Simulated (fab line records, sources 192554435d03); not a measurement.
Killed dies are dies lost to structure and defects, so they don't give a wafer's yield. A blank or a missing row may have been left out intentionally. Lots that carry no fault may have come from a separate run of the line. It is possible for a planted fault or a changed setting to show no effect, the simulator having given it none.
fab line records | flow n5Finfet
record: lots: 7 wafers: 39
route steps=1938 shown DUMMY_GATE@215 SD_EPI_N@288 SD_EPI_P@307 SD_ACTIVATION@330 MOL_CONTACT_COAG@544
startH: the number of hours between the record's first day and the start of the first shown wafer of the lot | waitH: hours elapsed since this lot's preceding step | " the same as in the row above | L1.1+2: one row covering several wafers at once | - value missing, or start not given | * or withheld: withheld | < > ~ a bound
route shown NAME@n: a module of which the file shows steps, and the number in the route of the first | usual: mean/standard deviation of fault-free wafers | same: alike in all rows | chamber/n: place in a boat | sites: each site's reading | _std_site: their standard deviation | _edge_site: the outer-site mean with the inner-site mean subtracted | radiusMm: for every site, how far away it sits from the centre of the wafer | mask NAME#n: copy n | behind: the most recent tool/chamber to have shaped the wafer | hold: cause of the lot's hold/its duration in hours/its outcome | device: names the non-switching transistor (n, p or np) | end of line: tests of these same wafers at the route's end | a step with no rows: only its recipe | killed: the dies lost at the first sort to structure and to defects; this is not the yield of the wafer | map: dies across one wafer; x = killed, . = not, _ = none there
set.NAME: setting as actually run; set.NAME@STEP: the setting as run at that earlier step | model.NAME: the simulator's own value behind a step, which no gauge read
lots with deliberately changed settings; one table per step, one row per wafer
== steps ==
step: N5_DUMMY_GATE_CVD_03
recipe: material: a-Si targetThkA: 1500 tempC: 530 precursor: SiH4 timeS: 8042
columns lot.wafer tool chamber startH waitH set.targetThkA model.a-Si_of_DUMMY_GATE_CVD_03.thkNm
L080.1+3 - - - 0.1 1500 152
L080.2 " - " " 1500 150.2
L080.4+5 " - " " 1500 151.6
L080.6 " - " " 1500 150.4
L087.2 lpcvd-02 1/20 116.32 0.1 1500 150.4
L087.3 " 1/25 " " 1500 152.8
L087.6 " 1/39 " " 1500 151
L089.1 - - - 0.1 1324 133.2
L089.2 " - " " 1324 134
L089.3+5+6 " - " " 1324 134.2
L089.4 " - " " 1324 133.6
L090.1+6 - - - 0.1 1614 160.6
L090.2 " - " " 1614 161
L090.3 " - " " 1614 160.4
L090.4 " - " " 1614 161.4
L090.5 " - " " 1614 160.2
L092.1+3 - - - 0.1 1372 139.4
L092.2 " - " " 1372 138.4
L092.4 " - " " 1372 139.2
L092.5 " - " " 1372 140
L092.6 " - " " 1372 139
L095.1 - - - 0.1 1343 135.6
L095.2+4+6 " - " " 1343 134.8
L095.3+5 " - " " 1343 134.2
L096.1 - - - 0.1 1309 132
L096.2+6 " - " " 1309 133
L096.3 " - " " 1309 132.8
L096.4 " - " " 1309 132.4
L096.5 " - " " 1309 133.6
step: N5_DUMMY_GATE_EXPOSE_12
recipe: maskId: GATE na: 0.33 sourceShape: annular sigmaInner: 0.2 sigmaOuter: 0.6 polarization: unpolarized targetCdNm: 25 doseMj: 34
columns lot.wafer tool chamber startH waitH mask set.doseMj
L080.1+2+3+4+5+6 euvScanner-01 0 80.32 - GATE#0 34
L087.2+3+6 euvScanner-02 0 124.47 - GATE#0 34
L089.1+2+4 euvScanner-02 0 138.12 - GATE#0 34
L089.3+5+6 " 0 " " GATE#0 36.34
L090.1+2+3+4+5+6 euvScanner-01 0 142.31 - GATE#0 34
L092.1+2+4 euvScanner-01 0 153.05 - GATE#0 31.89
L092.3+5+6 " 0 " " GATE#0 34
L095.1+4+5 euvScanner-02 0 172.30 - GATE#0 34
L095.2+3+6 " 0 " " GATE#0 33.15
L096.1+3+4 euvScanner-02 0 179.65 - GATE#0 36.68
L096.2+5+6 " 0 " " GATE#0 34
step: N5_DUMMY_GATE_PEB_13
recipe: pebTempC: 100 pebTimeS: 60 resist: CAR-EUV
step: N5_DUMMY_GATE_DEVELOP_14
recipe: developTimeS: 30 developer: TMAH resist: CAR-EUV rinseLiquid: surfactantRinse dry: airSpin devTempC: 23
step: N5_DUMMY_GATE_CD_MEAS_15
recipe: targetCdNm: 25.8 landingEnergyEv: 500 detector: seInlens
usual: cdNm: 25.05/0.22
columns lot.wafer tool chamber startH waitH set.doseMj@DUMMY_GATE_EXPOSE_12 cdNm
L080.1 cdSem-03 0 80.45 - 34 25.17
L080.2 " 0 " " 34 25.06
L080.3 " 0 " " 34 24.77
L080.4 " 0 " " 34 24.84
L080.5 " 0 " " 34 25.60
L080.6 " 0 " " 34 25.17
L087.2 cdSem-01 0 124.59 - 34 25.01
L087.3 " 0 " " 34 24.65
L087.6 " 0 " " 34 24.97
L089.1 cdSem-03 0 138.24 - 34 24.97
L089.2 " 0 " " 34 25.01
L089.3 " 0 " " 36.34 23.48
L089.4 " 0 " " 34 25.00
L089.5 " 0 " " 36.34 23.84
L089.6 " 0 " " 36.34 23.56
L090.1 cdSem-02 0 142.44 - 34 24.72
L090.2 " 0 " " 34 24.86
L090.3 " 0 " " 34 25.31
L090.4 " 0 " " 34 24.71
L090.5 " 0 " " 34 25.12
L090.6 " 0 " " 34 24.52
L092.1 cdSem-01 0 153.18 - 31.89 26.12
L092.2 " 0 " " 31.89 26.46
L092.3 " 0 " " 34 25.06
L092.4 " 0 " " 31.89 26.16
L092.5 " 0 " " 34 24.92
L092.6 " 0 " " 34 24.93
L095.1 cdSem-01 0 172.43 - 34 25.33
L095.2 " 0 " " 33.15 25.85
L095.3 " 0 " " 33.15 25.30
L095.4 " 0 " " 34 24.94
L095.5 " 0 " " 34 25.01
L095.6 " 0 " " 33.15 25.30
L096.1 cdSem-03 0 179.78 - 36.68 23.61
L096.2 " 0 " " 34 25.17
L096.3 " 0 " " 36.68 23.43
L096.4 " 0 " " 36.68 23.54
L096.5 " 0 " " 34 25.28
L096.6 " 0 " " 34 24.97
step: N5_DUMMY_GATE_STRIP_38
recipe: chemistry: N2/H2 tempC: 40 n2FlowSccm: 200 h2FlowSccm: 200 rfFrequencyHz: 6e+07
step: N5_DUMMY_GATE_STRIP_39
recipe: chemistry: N2/H2 tempC: 40 n2FlowSccm: 200 h2FlowSccm: 200 rfFrequencyHz: 6e+07
step: N5_DUMMY_GATE_TRIM_49
recipe: chemistry: O2 resist: SOC timeS: 29 targetCdNm: 14 sourcePowerW: 300 biasPowerW: 0 O2_flow_sccm: 100 tempC: 20
columns lot.wafer tool chamber startH waitH set.doseMj@DUMMY_GATE_EXPOSE_12 model.DUMMY_GATE.cdNm
L080.1 rieSi-04 0 80.88 0.0 34 13.8
L080.2+3+4+6 " 3,2,2,3 " " 34 14
L080.5 " 0 " " 34 14.4
L087.2 rieSi-01 1 124.95 0.0 34 14
L087.3+6 " 0 " " 34 13.8
L089.1+4 rieSi-03 1,2 138.60 0.0 34 13.8
L089.2 " 3 " " 34 13.6
L089.3+5 " 0 " " 36.34 12.8
L089.6 " 1 " " 36.34 12.6
L090.1 rieSi-03 3 142.80 0.0 34 13.8
L090.2+3+4 " 1,2,0 " " 34 14
L090.5 " 2 " " 34 14.2
L090.6 " 3 " " 34 13.6
L092.1 rieSi-01 0 153.54 0.0 31.89 15
L092.2 " 3 " " 31.89 15.4
L092.3+5 " 2,3 " " 34 13.8
L092.4 " 1 " " 31.89 15.2
L092.6 " 0 " " 34 14.2
L095.1+4 rieSi-01 0,3 173.08 0.0 34 14.4
L095.2+6 " 1,0 " " 33.15 14.8
L095.3 " 2 " " 33.15 14.6
L095.5 " 1 " " 34 14.6
L096.1 rieSi-04 3 180.14 0.0 36.68 12.8
L096.2+5+6 " 0,1,2 " " 34 14
L096.3 " 1 " " 36.68 13
L096.4 " 2 " " 36.68 12.6
step: N5_DUMMY_GATE_STRIP_40
recipe: chemistry: CF4 resist: SiARC powerW: 300 biasPowerW: 75 pressureMtorr: 50 cf4FlowSccm: 150 rfFrequencyHz: 6e+07
step: N5_DUMMY_GATE_CD_MEAS_50
recipe: targetCdNm: 14
usual: cdNm: 13.98/0.29
columns lot.wafer tool chamber startH waitH set.doseMj@DUMMY_GATE_EXPOSE_12 cdNm
L080.1 cdSem-03 - 81.05 0.0 34 14.06
L080.2 " - " " 34 14.13
L080.3 " - " " 34 13.96
L080.4 " - " " 34 13.87
L080.5 " - " " 34 14.36
L080.6 " - " " 34 14.04
L087.2 cdSem-01 - 125.10 0.0 34 14.34
L087.3 " - " " 34 13.81
L087.6 " - " " 34 13.71
L089.1 cdSem-03 - 138.75 0.0 34 14.00
L089.2 " - " " 34 13.48
L089.3 " - " " 36.34 12.59
L089.4 " - " " 34 14.05
L089.5 " - " " 36.34 13.03
L089.6 " - " " 36.34 12.84
L090.1 cdSem-03 - 142.95 0.0 34 14.18
L090.2 " - " " 34 14.16
L090.3 " - " " 34 14.07
L090.4 " - " " 34 13.77
L090.5 " - " " 34 14.15
L090.6 " - " " 34 13.94
L092.1 cdSem-02 - 153.87 0.0 31.89 15.09
L092.2 " - " " 31.89 15.37
L092.3 " - " " 34 13.76
L092.4 " - " " 31.89 15.14
L092.5 " - " " 34 13.59
L092.6 " - " " 34 14.27
L095.1 cdSem-02 - 173.23 0.0 34 14.59
L095.2 " - " " 33.15 14.74
L095.3 " - " " 33.15 14.91
L095.4 " - " " 34 14.45
L095.5 " - " " 34 14.87
L095.6 " - " " 33.15 14.81
L096.1 cdSem-01 - 180.29 0.0 36.68 12.51
L096.2 " - " " 34 14.18
L096.3 " - " " 36.68 13.31
L096.4 " - " " 36.68 12.51
L096.5 " - " " 34 14.22
L096.6 " - " " 34 14.25
step: N5_SD_EPI_N_EPI_21
recipe: material: Si:P dopant: P tempC: 680 pressureTorr: 255 timeS: 690
columns lot.wafer tool chamber startH waitH set.tempC model.Si-P_of_SD_EPI_N_EPI_21.thkNm
L080.1+3+4+6 epiRpcvd-01 0 84.68 0.1 680 59
L080.2 " 0 " " 680 59.2
L080.5 " 0 " " 680 58.6
L087.2 epiRpcvd-03 0 128.93 0.4 680 58.8
L087.3 " 0 " " 680 59
L087.6 " 0 " " 680 58.4
L089.1 epiRpcvd-02 0 142.25 0.1 680 58.8
L089.2 " 0 " " 680 60.2
L089.3+4+6 " 0 " " 680 59.4
L089.5 " 0 " " 680 60
L090.1 epiRpcvd-01 0 146.64 0.1 680 59.8
L090.2 " 0 " " 677.9 58.2
L090.3 " 0 " " 680 59.4
L090.4 " 0 " " 680 60.2
L090.5 " 0 " " 677.9 57.2
L090.6 " 0 " " 677.9 57.4
L092.1 epiRpcvd-01 0 157.82 0.1 680 59.4
L092.2 " 0 " " 683.6 62.2
L092.3 " 0 " " 680 57.6
L092.4+6 " 0 " " 683.6 62.6
L092.5 " 0 " " 680 58.8
L095.1 epiRpcvd-03 0 176.77 0.1 680 60
L095.2+6 " 0 " " 680 59.8
L095.3 " 0 " " 682.1 61.6
L095.4 " 0 " " 682.1 62.6
L095.5 " 0 " " 682.1 62.4
L096.1 epiRpcvd-03 0 184.85 0.1 680 60.4
L096.2 " 0 " " 681.9 61.8
L096.3 " 0 " " 681.9 62
L096.4 " 0 " " 680 60.2
L096.5 " 0 " " 680 60.6
L096.6 " 0 " " 681.9 61.6
step: N5_SD_EPI_P_ETCH_36
recipe: chemistry: CF4 target: SiARC targetDepthA: 455 maskMaterial: CAR-ArF-block timeS: 75.8 ionEnergyEv: 80 pressureMtorr: 40 sourceW: 545 biasW: 36 Ar_flow_sccm: 100 cf4FlowSccm: 100 ends: cleared
usual: rfVppV: 183.6/1.1
columns lot.wafer tool chamber startH waitH set.biasW rfVppV
L080.1 rieDiel-01 3 87.38 0.0 31.23 168.2
L080.2 " 2 " " 36 184.8
L080.3 " 1 " " 31.23 168.0
L080.4 " 0 " " 36 182.0
L080.5 " 1 " " 31.23 170.6
L080.6 " 0 " " 36 183.9
L087.2 rieDiel-02 0 131.52 0.0 36 187.1
L087.3 " 1 " " 36 182.0
L087.6 " 2 " " 36 182.6
L089.1 rieDiel-06 0 145.40 0.0 36 183.5
L089.2 " 2 " " 29.1 158.5
L089.3 " 1 " " 29.1 159.7
L089.4 " 3 " " 36 182.4
L089.5 " 3 " " 29.1 159.1
L089.6 " 2 " " 36 182.4
L090.1 rieDiel-02 1 149.58 0.0 36 182.0
L090.2 " 2 " " 36 182.4
L090.3 " 0 " " 36 185.9
L090.4 " 3 " " 41.27 201.1
L090.5 " 2 " " 41.27 200.4
L090.6 " 3 " " 41.27 201.4
L092.1 rieDiel-06 0 160.64 0.0 40.98 199.8
L092.2 " 3 " " 40.98 199.7
L092.3 " 1 " " 36 183.6
L092.4 " 2 " " 36 183.1
L092.5 " 0 " " 40.98 200.1
L092.6 " 3 " " 36 183.5
L095.1 rieDiel-06 1 179.57 0.0 38.63 192.3
L095.2 " 3 " " 36 181.7
L095.3 " 2 " " 38.63 191.5
L095.4 " 0 " " 38.63 191.5
L095.5 " 1 " " 36 184.4
L095.6 " 0 " " 36 185.7
L096.1 rieDiel-06 3 187.67 0.0 36 183.4
L096.2 " 1 " " 36 183.1
L096.3 " 0 " " 42.31 202.1
L096.4 " 2 " " 36 183.7
L096.5 " 1 " " 42.31 202.0
L096.6 " 2 " " 42.31 203.0
step: N5_SD_EPI_P_ETCH_37
recipe: chemistry: N2/H2 target: SOC overetchA: 1080 maskMaterial: SiARC tempC: 40 ionEnergyEv: 100 sourceW: 3000 biasW: 133 pressureMtorr: 20 timeS: 486 n2FlowSccm: 200 h2FlowSccm: 200 ends: endPoint
step: N5_SD_EPI_P_STRIP_38
recipe: chemistry: N2/H2 tempC: 40 n2FlowSccm: 200 h2FlowSccm: 200 rfFrequencyHz: 6e+07
step: N5_SD_EPI_P_EPI_21
recipe: material: SiGe:B dopant: B tempC: 550 pressureTorr: 20 ambient: H2 timeS: 355
step: N5_SD_EPI_P_HM_STRIP_48
recipe: chemistry: H3PO4 tempC: 160 material: SiNx target: SiNx targetDepthA: 30 overetchFraction: 0.3
columns lot.wafer tool chamber startH waitH set.tempC@SD_EPI_N_EPI_21 model.Si-P_of_SD_EPI_N_EPI_21.thkNm
L080.1+3+6 wetBench-05 4,3,7 90.93 0.0 680 58.4
L080.2 " 6 " " 680 58.6
L080.4 " 2 " " 680 58.2
L080.5 " 5 " " 680 58
L087.2 wetBench-04 5 135.06 0.0 680 58.2
L087.3 " 2 " " 680 58.4
L087.6 " 0 " " 680 57.8
L089.1 wetBench-01 1 148.96 0.0 680 58
L089.2 " 6 " " 680 59.6
L089.3+4 " 5,7 " " 680 58.8
L089.5 " 0 " " 680 59.4
L089.6 " 2 " " 680 58.6
L090.1 wetBench-05 7 153.14 0.0 680 59.2
L090.2 " 0 " " 677.9 57.6
L090.3 " 4 " " 680 58.8
L090.4 " 5 " " 680 59.4
L090.5 " 1 " " 677.9 56.6
L090.6 " 6 " " 677.9 56.8
L092.1 wetBench-01 2 164.20 0.0 680 58.8
L092.2 " 3 " " 683.6 61.6
L092.3 " 4 " " 680 56.8
L092.4+6 " 1,7 " " 683.6 61.8
L092.5 " 0 " " 680 58.2
L095.1+2+6 wetBench-05 0,6,7 183.13 0.0 680 59.2
L095.3 " 2 " " 682.1 60.8
L095.4 " 3 " " 682.1 61.8
L095.5 " 1 " " 682.1 61.6
L096.1 wetBench-05 3 191.21 0.0 680 59.6
L096.2+6 " 5,1 " " 681.9 61
L096.3 " 4 " " 681.9 61.4
L096.4 " 6 " " 680 59.4
L096.5 " 2 " " 680 59.8
step: N5_SD_EPI_P_SRD_49
recipe: dry: ipaMarangoni timeS: 30 tempC: 23 rinseLiquid: diw
step: N5_SD_EPI_P_PRECLEAN_24
recipe: chemistry: O3/DIW timeS: 45 tempC: 22 o3Ppm: 10
columns lot.wafer tool chamber startH waitH set.tempC@SD_EPI_N_EPI_21 model.Si-P_of_SD_EPI_N_EPI_21.thkNm
L080.1+3+4+6 wetBench-05 4,3,2,7 91.01 0.0 680 58.2
L080.2 " 6 " " 680 58.4
L080.5 " 5 " " 680 57.8
L087.2 wetBench-04 5 135.13 0.0 680 58
L087.3 " 2 " " 680 58.2
L087.6 " 0 " " 680 57.6
L089.1 wetBench-01 1 149.03 0.0 680 58
L089.2 " 6 " " 680 59.4
L089.3+4+6 " 5,7,2 " " 680 58.6
L089.5 " 0 " " 680 59.2
L090.1 wetBench-05 7 153.21 0.0 680 59
L090.2 " 0 " " 677.9 57.4
L090.3 " 4 " " 680 58.6
L090.4 " 5 " " 680 59.2
L090.5 " 1 " " 677.9 56.4
L090.6 " 6 " " 677.9 56.6
L092.1 wetBench-01 2 164.27 0.0 680 58.6
L092.2 " 3 " " 683.6 61.4
L092.3 " 4 " " 680 56.8
L092.4+6 " 1,7 " " 683.6 61.6
L092.5 " 0 " " 680 58
L095.1+2+6 wetBench-05 0,6,7 183.20 0.0 680 59
L095.3 " 2 " " 682.1 60.6
L095.4 " 3 " " 682.1 61.6
L095.5 " 1 " " 682.1 61.4
L096.1 wetBench-05 3 191.28 0.0 680 59.4
L096.2 " 5 " " 681.9 61
L096.3 " 4 " " 681.9 61.2
L096.4 " 6 " " 680 59.2
L096.5 " 2 " " 680 59.6
L096.6 " 1 " " 681.9 60.8
step: N5_SD_EPI_P_PRECLEAN_32
recipe: chemistry: dHF timeS: 10 dilution: 500:1 tempC: 25
step: N5_SD_EPI_P_PRECLEAN_33
recipe: chemistry: SC2 timeS: 45 tempC: 35 mix: 1:1:50
step: N5_SD_ACTIVATION_RTA_00
recipe: tempC: 975 timeS: 0 ambient: N2 idleTempC: 600 rampUpCPerS: 150 rampDownCPerS: 60 coolToC: 600
step: N5_SD_ACTIVATION_LSA_01
recipe: tempC: 1080 timeS: 0.0008 ambient: N2
step: N5_SD_ACTIVATION_RS_MEAS_03
recipe: thkMeasGauge: four-point-probe
usual: RS_SD_N: 21.86/0.28 RS_SD_P: 56.2/0.99
columns lot.wafer tool chamber startH waitH set.tempC@SD_EPI_N_EPI_21 RS_SD_N[ohm/sq] RS_SD_P[ohm/sq]
L080.1 filmMetro-02 - 91.51 0.2 680 21.55 55.1
L080.2 " - " " 680 21.88 55.1
L080.3 " - " " 680 21.69 55.5
L080.4 " - " " 680 22.02 56.5
L080.5 " - " " 680 21.94 55.0
L080.6 " - " " 680 21.77 55.6
L087.2 filmMetro-01 - 135.65 0.2 680 21.77 56.4
L087.3 " - " " 680 21.84 57.1
L087.6 " - " " 680 22.15 57.6
L089.1 filmMetro-02 - 149.53 0.2 680 22.00 57.1
L089.2 " - " " 680 21.38 56.4
L089.3 " - " " 680 21.75 57.0
L089.4 " - " " 680 21.82 55.9
L089.5 " - " " 680 21.53 56.0
L089.6 " - " " 680 21.80 56.0
L090.1 filmMetro-01 - 153.76 0.2 680 21.63 57.3
L090.2 " - " " 677.9 22.28 56.3
L090.3 " - " " 680 21.80 56.4
L090.4 " - " " 680 21.59 56.0
L090.5 " - " " 677.9 22.48 56.6
L090.6 " - " " 677.9 22.67 55.9
L092.1 filmMetro-01 - 164.77 0.2 680 21.73 56.2
L092.2 " - " " 683.6 20.92 56.3
L092.3 " - " " 680 22.60 56.1
L092.4 " - " " 683.6 20.75 56.8
L092.5 " - " " 680 22.08 56.1
L092.6 " - " " 683.6 20.71 56.9
L095.1 filmMetro-02 - 183.71 0.2 680 21.46 54.2
L095.2 " - " " 680 21.44 56.1
L095.3 " - " " 682.1 20.97 55.3
L095.4 " - " " 682.1 20.66 56.3
L095.5 " - " " 682.1 20.82 56.9
L095.6 " - " " 680 21.61 56.4
L096.1 filmMetro-01 - 191.78 0.2 680 21.40 57.0
L096.2 " - " " 681.9 20.82 56.3
L096.3 " - " " 681.9 20.78 57.1
L096.4 " - " " 680 21.52 57.0
L096.5 " - " " 680 21.43 57.2
L096.6 " - " " 681.9 20.91 56.9
step: N5_MOL_CONTACT_COAG_ALD_20
recipe: material: TiN targetThkA: 15 tempC: 400 aldPrecursorFamily: TiCl4 aldCoReactant: NH3 pulseTimeS: 1 purgeTimeS: 3 coReactantPurgeTimeS: 2 coReactantPulseTimeS: 2 aldCycles: 68 pressureTorr: 3
columns lot.wafer tool chamber startH waitH set.aldCycles model.TiN_of_MOL_CONTACT_COAG_ALD_20.thkNm
L080.1+2+3+4+5+6 aldMetal-01 1,3,2,2,1,3 122.34 0.1 68 1.4
L087.2 aldMetal-01 2 166.33 0.1 68 1.4
L087.3+6 " 0,3 " " 68 1.6
L089.1+2+5 aldMetal-04 0,1,2 178.77 0.1 80 1.8
L089.3+4+6 " 2,3,1 " " 68 1.6
L090.1+3+5 aldMetal-02 3,2,3 185.44 0.1 68 1.6
L090.2+4+6 " 1,0,0 " " 78 1.8
L092.1+4+6 aldMetal-04 1,3,0 196.63 0.1 57 1.2
L092.2 " 0 " " 68 1.4
L092.3+5 " 2,3 " " 68 1.6
L095.1+3+5 aldMetal-04 3,1,2 213.88 0.1 79 1.8
L095.2+4+6 " 0,2,3 " " 68 1.6
L096.1+2+3 aldMetal-04 0,1,3 223.68 0.1 60 1.4
L096.4+5 " 2,1 " " 68 1.4
L096.6 " 0 " " 68 1.6
== key ==
split: step: N5_DUMMY_GATE_CVD_03 setting: targetThkA stated: 1500 by: lot
response: step: N5_DUMMY_GATE_CVD_03 reading: model.a-Si_of_DUMMY_GATE_CVD_03.thkNm change: +1.41 per: 1% r: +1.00
split: step: N5_DUMMY_GATE_EXPOSE_12 setting: doseMj stated: 34 by: wafer
response: step: N5_DUMMY_GATE_CD_MEAS_15 reading: cdNm change: -0.201 per: 1% r: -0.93
response: step: N5_DUMMY_GATE_TRIM_49 reading: model.DUMMY_GATE.cdNm change: -0.161 per: 1% r: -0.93
response: step: N5_DUMMY_GATE_CD_MEAS_50 reading: cdNm change: -0.175 per: 1% r: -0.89
split: step: N5_SD_EPI_N_EPI_21 setting: tempC stated: 680 by: wafer
response: step: N5_SD_EPI_N_EPI_21 reading: model.Si-P_of_SD_EPI_N_EPI_21.thkNm change: +6.99 per: 1% r: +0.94
response: step: N5_SD_EPI_P_HM_STRIP_48 reading: model.Si-P_of_SD_EPI_N_EPI_21.thkNm change: +6.88 per: 1% r: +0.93
response: step: N5_SD_EPI_P_PRECLEAN_24 reading: model.Si-P_of_SD_EPI_N_EPI_21.thkNm change: +6.85 per: 1% r: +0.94
response: step: N5_SD_ACTIVATION_RS_MEAS_03 reading: RS_SD_N change: -2.44 per: 1% r: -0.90
split: step: N5_SD_EPI_P_ETCH_36 setting: biasW stated: 36 by: wafer
response: step: N5_SD_EPI_P_ETCH_36 reading: rfVppV change: +1.16 per: 1% r: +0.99
split: step: N5_MOL_CONTACT_COAG_ALD_20 setting: aldCycles stated: 68 by: wafer
response: step: N5_MOL_CONTACT_COAG_ALD_20 reading: model.TiN_of_MOL_CONTACT_COAG_ALD_20.thkNm change: +0.0134 per: 1% r: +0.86
